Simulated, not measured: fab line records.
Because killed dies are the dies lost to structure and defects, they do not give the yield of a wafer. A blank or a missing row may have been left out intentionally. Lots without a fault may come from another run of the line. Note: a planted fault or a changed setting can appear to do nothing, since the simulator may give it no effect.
The tool behind it: which one? | flow n5_finfet | 32 wafers sampled from 11 lots at 1 step of a route of 1938

WHAT THE GAUGES READ, wafer by wafer
N5_DUMMY_GATE_INSPECT_27: inspects for defects (brightfield).
lot  | measured    | on                | raw_defect_count
L322 | day 3 12:48 | defect_inspect-02 | 300 323 339
L324 | day 3 23:21 | defect_inspect-02 | 203 345 254
L326 | day 4 12:27 | defect_inspect-02 | 493 404 356
L327 | day 4 18:01 | defect_inspect-01 | 303 390 263
L328 | day 5 00:13 | defect_inspect-01 | 252 272 280
L330 | day 5 16:13 | defect_inspect-02 | 232 273
L335 | day 6 18:38 | defect_inspect-02 | 296 266 381
L336 | day 6 23:59 | defect_inspect-02 | 243 276 319
L338 | day 7 12:23 | defect_inspect-02 | 269 298 314
L342 | day 8 10:49 | defect_inspect-02 | 240 239 317
L343 | day 8 17:30 | defect_inspect-01 | 305 404 403

WHAT TOOL EACH LOT RAN ON (gives the tool, then ch and the chambers of the sampled wafers, and finally the start)
The record holds no process step before these readings.

THE ANSWER, worked out from the rows above alone
Rule: the usual values come from the lots themselves. The widest of any qualifying gaps counts: lots, ordered by their means at a reading, are off when they make up no more than a third of the lots, leave a main group of 4 or more, and stand apart from it by 3 or more times the standard deviation of that group's means. A main group whose means are all the same, to the digits that the tables above print for the reading, isn't used. Also off: a lot with no number at a reading for which 4 or more lots have one. The other lots that the step has rows for count as sound.
None of the lots is off at any reading shown; this tells nothing.

WHAT THE SIMULATOR HAD INSERTED
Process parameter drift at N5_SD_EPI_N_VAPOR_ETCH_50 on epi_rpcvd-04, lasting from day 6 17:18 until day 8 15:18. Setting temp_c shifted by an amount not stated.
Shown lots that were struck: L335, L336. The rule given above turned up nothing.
